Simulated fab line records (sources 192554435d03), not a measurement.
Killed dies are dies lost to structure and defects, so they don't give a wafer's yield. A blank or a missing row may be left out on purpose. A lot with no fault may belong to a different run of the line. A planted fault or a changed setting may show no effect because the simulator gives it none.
fab line records | flow n5Finfet | part 2 of 2: steps 32 to 42 of 42
record lots=5 | wafers=15 | lastDay=18
route steps=1938 shown STI_FIN_REVEAL@191 DUMMY_GATE@212
lots that met no fault: taken from a fault-free run of the same line
startH: start of the lot's first displayed wafer, in hours after the record's first day | waitH: time in hours since the lot's previous step | " unchanged from the row above | L1.1+2: one row covering several wafers at once | - no value, or no start was given | * or withheld: withheld | < > ~ a bound
route shown NAME@n: NAME is a module with steps in the file, n the number in the route of the first one | usual: mean/standard deviation taken from wafers without a fault | same: alike in all rows | chamber/n: place in a boat | sites: per-site readings | _std_site: the standard deviation of these | _edge_site: inner sites' mean taken away from outer sites' mean | radiusMm: for every site, how far away it sits from the centre of the wafer | mask NAME#n: copy n | behind: tool/chamber where the wafer was last shaped | hold: what put the lot on hold/how long, in hours/how the hold closed | device: the transistor (n, p or np) that didn't switch | end of line: the tests these same wafers got at the end of their route | a step with no rows: only its recipe | killed: dies lost to structure and defects at the first sort, not the wafer's yield | map: shows each die of a wafer: x if killed, . if not, _ if none is there
set.NAME: the setting as run; set.NAME@STEP: as run at that earlier step | model.NAME: the simulator's own value behind a step, which no gauge read
lots seen at some steps along the route; tables by step, rows by wafer
services: the hour from which a tool's chamber was out of use, counted from the record's first day as startH (under 0 if before that day), plus the number of hours and why
## steps
# step N5_DUMMY_GATE_COAT_34
# recipe resist=SOC | tempC=250 | timeS=60 | spinRpm=1500 | resistThkNm=60
# usual heaterPowerTotalW=500.2/1.8 | spinSpeedRpm=1500.0/0.96
lot.wafer | tool          | chamber | startH | waitH | heaterPowerTotalW | spinSpeedRpm
L074.1    | lithoTrack-01 | 0       | 48.22  | 0.0   | 499.4             | 1501.1
L074.2    | "             | 0       | "      | "     | 498.2             | 1500.9
L074.4    | "             | 0       | "      | "     | 502.0             | 1499.4
L077.1    | lithoTrack-01 | 0       | 66.44  | 0.0   | 501.4             | 1500.4
L077.5    | "             | 0       | "      | "     | 502.7             | 1501.6
L077.6    | "             | 0       | "      | "     | 501.3             | 1500.5
L079.2    | lithoTrack-05 | 0       | 75.67  | 0.0   | 499.2             | 1499.8
L079.3    | "             | 0       | "      | "     | 499.7             | 1500.7
L079.5    | "             | 0       | "      | "     | 500.6             | 1501.0
L081.1    | lithoTrack-01 | 0       | 89.58  | 0.0   | 498.4             | 1499.0
L081.3    | "             | 0       | "      | "     | 499.1             | 1499.6
L081.5    | "             | 0       | "      | "     | 499.1             | 1500.7
L097.1    | lithoTrack-01 | 0       | 182.49 | 0.0   | 497.5             | 1499.5
L097.3    | "             | 0       | "      | "     | 498.1             | 1500.6
L097.6    | "             | 0       | "      | "     | 502.6             | 1499.4
# step N5_DUMMY_GATE_COAT_35
# recipe resist=SiARC | tempC=220 | timeS=60 | spinRpm=1500 | resistThkNm=10
# usual heaterPowerTotalW=427.4/2 | spinSpeedRpm=1500.0/0.9
lot.wafer | tool          | chamber | startH | waitH | heaterPowerTotalW | spinSpeedRpm
L074.1    | lithoTrack-01 | 0       | -      | -     | 427.5             | 1500.0
L074.2    | "             | 0       | "      | "     | 428.9             | 1501.2
L074.4    | "             | 0       | "      | "     | 426.1             | 1499.3
L077.1    | lithoTrack-01 | 0       | -      | -     | 425.6             | 1501.5
L077.5    | "             | 0       | "      | "     | 430.2             | 1498.5
L077.6    | "             | 0       | "      | "     | 426.2             | 1500.5
L079.2    | lithoTrack-05 | 0       | -      | -     | 424.6             | 1499.3
L079.3    | "             | 0       | "      | "     | 426.4             | 1501.6
L079.5    | "             | 0       | "      | "     | 427.1             | 1501.2
L081.1    | lithoTrack-01 | 0       | -      | -     | 425.3             | 1500.3
L081.3    | "             | 0       | "      | "     | 425.0             | 1498.1
L081.5    | "             | 0       | "      | "     | 425.4             | 1499.2
L097.1    | lithoTrack-01 | 0       | -      | -     | 428.7             | 1499.2
L097.3    | "             | 0       | "      | "     | 426.1             | 1500.3
L097.6    | "             | 0       | "      | "     | 429.4             | 1499.0
# step N5_DUMMY_GATE_COAT_28
# recipe resist=underlayer | tempC=205 | timeS=60 | spinRpm=1500 | resistThkNm=10
# usual heaterPowerTotalW=391.7/1.4 | spinSpeedRpm=1499.8/0.88
lot.wafer | tool          | chamber | startH | waitH | heaterPowerTotalW | spinSpeedRpm
L074.1    | lithoTrack-01 | 0       | -      | -     | 393.1             | 1499.9
L074.2    | "             | 0       | "      | "     | 391.6             | 1501.7
L074.4    | "             | 0       | "      | "     | 390.3             | 1499.5
L077.1    | lithoTrack-01 | 0       | -      | -     | 391.8             | 1499.3
L077.5    | "             | 0       | "      | "     | 389.6             | 1499.9
L077.6    | "             | 0       | "      | "     | 390.1             | 1499.6
L079.2    | lithoTrack-05 | 0       | -      | -     | 389.7             | 1500.8
L079.3    | "             | 0       | "      | "     | 389.9             | 1499.9
L079.5    | "             | 0       | "      | "     | 390.0             | 1499.9
L081.1    | lithoTrack-01 | 0       | -      | -     | 390.8             | 1500.4
L081.3    | "             | 0       | "      | "     | 392.8             | 1499.8
L081.5    | "             | 0       | "      | "     | 393.2             | 1500.3
L097.1    | lithoTrack-01 | 0       | -      | -     | 392.7             | 1497.8
L097.3    | "             | 0       | "      | "     | 391.6             | 1499.5
L097.6    | "             | 0       | "      | "     | 389.5             | 1499.6
# step N5_DUMMY_GATE_COAT_09
# recipe resist=CAR-EUV | spinRpm=1500 | resistThkNm=30
# usual spinSpeedRpm=1499.8/0.89
lot.wafer | tool          | chamber | startH | waitH | spinSpeedRpm
L074.1    | lithoTrack-01 | 0       | -      | -     | 1499.8
L074.2    | "             | 0       | "      | "     | 1500.3
L074.4    | "             | 0       | "      | "     | 1501.3
L077.1    | lithoTrack-01 | 0       | -      | -     | 1499.1
L077.5    | "             | 0       | "      | "     | 1499.1
L077.6    | "             | 0       | "      | "     | 1499.1
L079.2    | lithoTrack-05 | 0       | -      | -     | 1500.9
L079.3    | "             | 0       | "      | "     | 1500.1
L079.5    | "             | 0       | "      | "     | 1500.7
L081.1    | lithoTrack-01 | 0       | -      | -     | 1499.0
L081.3    | "             | 0       | "      | "     | 1500.2
L081.5    | "             | 0       | "      | "     | 1498.4
L097.1    | lithoTrack-01 | 0       | -      | -     | 1499.4
L097.3    | "             | 0       | "      | "     | 1500.0
L097.6    | "             | 0       | "      | "     | 1500.0
# step N5_DUMMY_GATE_EBR_11
# recipe solvent=PGMEA | ebrWidthMm=1.5
lot.wafer  | tool          | chamber | startH | waitH
L074.1+2+4 | lithoTrack-01 | 0       | -      | -
L077.1+5+6 | lithoTrack-01 | 0       | -      | -
L079.2+3+5 | lithoTrack-05 | 0       | -      | -
L081.1+3+5 | lithoTrack-01 | 0       | -      | -
L097.1+3+6 | lithoTrack-01 | 0       | -      | -
# step N5_DUMMY_GATE_SOFTBAKE_10
# recipe tempC=110 | timeS=60 | resist=CAR-EUV
# usual heaterPowerTotalW=175.2/1.6
lot.wafer | tool          | chamber | startH | waitH | heaterPowerTotalW
L074.1    | lithoTrack-01 | 0       | -      | -     | 173.1
L074.2    | "             | 0       | "      | "     | 177.5
L074.4    | "             | 0       | "      | "     | 175.8
L077.1    | lithoTrack-01 | 0       | -      | -     | 173.1
L077.5    | "             | 0       | "      | "     | 174.3
L077.6    | "             | 0       | "      | "     | 175.6
L079.2    | lithoTrack-05 | 0       | -      | -     | 177.4
L079.3    | "             | 0       | "      | "     | 177.3
L079.5    | "             | 0       | "      | "     | 174.5
L081.1    | lithoTrack-01 | 0       | -      | -     | 174.8
L081.3    | "             | 0       | "      | "     | 175.0
L081.5    | "             | 0       | "      | "     | 173.0
L097.1    | lithoTrack-01 | 0       | -      | -     | 177.6
L097.3    | "             | 0       | "      | "     | 175.8
L097.6    | "             | 0       | "      | "     | 176.1
# step N5_DUMMY_GATE_EXPOSE_12
# recipe maskId=GATE | na=0.33 | sourceShape=annular | sigmaInner=0.2 | sigmaOuter=0.6 | polarization=unpolarized | targetCdNm=25 | doseMj=34
# same na=0.33
lot.wafer  | tool          | chamber | startH | waitH | mask
L074.1+2+4 | euvScanner-02 | 0       | 48.36  | -     | GATE#0
L077.1+5+6 | euvScanner-02 | 0       | 66.70  | -     | GATE#0
L079.2+3+5 | euvScanner-01 | 0       | 75.86  | -     | GATE#0
L081.1+3+5 | euvScanner-01 | 0       | 89.72  | -     | GATE#0
L097.1+3+6 | euvScanner-02 | 0       | 182.77 | -     | GATE#0
# step N5_DUMMY_GATE_PEB_13
# recipe pebTempC=100 | pebTimeS=60 | resist=CAR-EUV
# usual heaterPowerTotalW=154.0/1.1
# same pebTimeS=60
lot.wafer | tool          | chamber | startH | waitH | heaterPowerTotalW
L074.1    | lithoTrack-01 | 0       | 48.42  | 0.1   | 153.2
L074.2    | "             | 0       | "      | "     | 152.7
L074.4    | "             | 0       | "      | "     | 153.7
L077.1    | lithoTrack-02 | 0       | 66.76  | 0.1   | 154.1
L077.5    | "             | 0       | "      | "     | 155.7
L077.6    | "             | 0       | "      | "     | 152.4
L079.2    | lithoTrack-05 | 0       | 75.91  | 0.0   | 152.8
L079.3    | "             | 0       | "      | "     | 153.2
L079.5    | "             | 0       | "      | "     | 152.5
L081.1    | lithoTrack-02 | 0       | 89.78  | 0.1   | 154.0
L081.3    | "             | 0       | "      | "     | 152.8
L081.5    | "             | 0       | "      | "     | 154.8
L097.1    | lithoTrack-05 | 0       | 182.83 | 0.1   | 153.7
L097.3    | "             | 0       | "      | "     | 155.5
L097.6    | "             | 0       | "      | "     | 155.3
# step N5_DUMMY_GATE_DEVELOP_14
# recipe developTimeS=30 | developer=TMAH | resist=CAR-EUV | rinseLiquid=surfactantRinse | dry=airSpin | devTempC=23
lot.wafer  | tool          | chamber | startH | waitH
L074.1+2+4 | lithoTrack-01 | 0       | -      | -
L077.1+5+6 | lithoTrack-02 | 0       | -      | -
L079.2+3+5 | lithoTrack-05 | 0       | -      | -
L081.1+3+5 | lithoTrack-02 | 0       | -      | -
L097.1+3+6 | lithoTrack-05 | 0       | -      | -
# step N5_DUMMY_GATE_CD_MEAS_15
# recipe targetCdNm=25.8 | landingEnergyEv=500 | detector=seInlens
# usual cdNm=24.95/0.28
lot.wafer | tool     | chamber | startH | waitH | cdNm
L074.1    | cdSem-01 | 0       | 48.48  | -     | 25.37
L074.2    | "        | 0       | "      | "     | 24.40
L074.4    | "        | 0       | "      | "     | 25.13
L077.1    | cdSem-02 | 0       | 66.83  | -     | 24.68
L077.5    | "        | 0       | "      | "     | 25.28
L077.6    | "        | 0       | "      | "     | 25.01
L079.2    | cdSem-01 | 0       | 75.98  | -     | 24.72
L079.3    | "        | 0       | "      | "     | 25.13
L079.5    | "        | 0       | "      | "     | 24.70
L081.1    | cdSem-03 | 0       | 89.85  | -     | 24.87
L081.3    | "        | 0       | "      | "     | 24.91
L081.5    | "        | 0       | "      | "     | 24.72
L097.1    | cdSem-02 | 0       | 182.89 | -     | 25.04
L097.3    | "        | 0       | "      | "     | 24.93
L097.6    | "        | 0       | "      | "     | 24.95
# step N5_DUMMY_GATE_OVL_MEAS_16
# recipe pointsPerWafer=522
# usual GATE_OVL=0.1/0.64
lot.wafer | tool       | chamber | startH | waitH | GATE_OVL[nm]
L074.1    | overlay-01 | 0       | 48.52  | 0.0   | -0.3
L074.2    | "          | 0       | "      | "     | -0.3
L074.4    | "          | 0       | "      | "     | 0.9
L077.1    | overlay-02 | 0       | 66.87  | 0.0   | -1.3
L077.5    | "          | 0       | "      | "     | 0.2
L077.6    | "          | 0       | "      | "     | -0.2
L079.2    | overlay-02 | 0       | 76.02  | 0.0   | -0.9
L079.3    | "          | 0       | "      | "     | 0.4
L079.5    | "          | 0       | "      | "     | -0.7
L081.1    | overlay-02 | 0       | 89.89  | 0.0   | -0.7
L081.3    | "          | 0       | "      | "     | -1.4
L081.5    | "          | 0       | "      | "     | -1.3
L097.1    | overlay-01 | 0       | 182.93 | 0.0   | -0.4
L097.3    | "          | 0       | "      | "     | 0.5
L097.6    | "          | 0       | "      | "     | 0.6
## services
tool           | chamber | startH | hours | kind
euvScanner-02  | -       | 16.42  | 1.0   | pm
pecvd-04       | 2       | 17.85  | 5.5   | repair
euvScanner-02  | -       | 25.04  | 4.6   | pm
euvScanner-02  | -       | 31.10  | 1.9   | repair
rieDiel-05     | -       | 46.75  | 2.8   | pm
pecvd-02       | -       | 47.54  | 1.7   | repair
euvScanner-01  | -       | 48.75  | 4.6   | pm
pecvd-04       | -       | 51.99  | 1.1   | repair
euvScanner-02  | -       | 56.42  | 5.8   | pm
wetBench-02    | -       | 58.53  | 2.1   | repair
euvScanner-01  | -       | 62.20  | 1.0   | pm
euvScanner-02  | -       | 72.58  | 1.0   | pm
aldSin-01      | -       | 85.29  | 14.0  | pm
cmp-02         | -       | 86.03  | 4.8   | pm
plasmaAsher-02 | -       | 95.35  | 2.5   | repair
wetBench-05    | -       | 100.65 | 3.1   | repair
rieSi-05       | -       | 107.59 | 2.8   | pm
euvScanner-02  | -       | 108.65 | 0.5   | repair
euvScanner-02  | -       | 128.72 | 1.0   | pm
rieSi-05       | 1       | 140.86 | 2.5   | repair
cmp-01         | -       | 146.36 | 3.7   | repair
lpcvd-02       | -       | 159.89 | 6.1   | pm
rieDiel-05     | -       | 164.14 | 0.3   | repair
rieDiel-05     | -       | 171.64 | 2.2   | repair
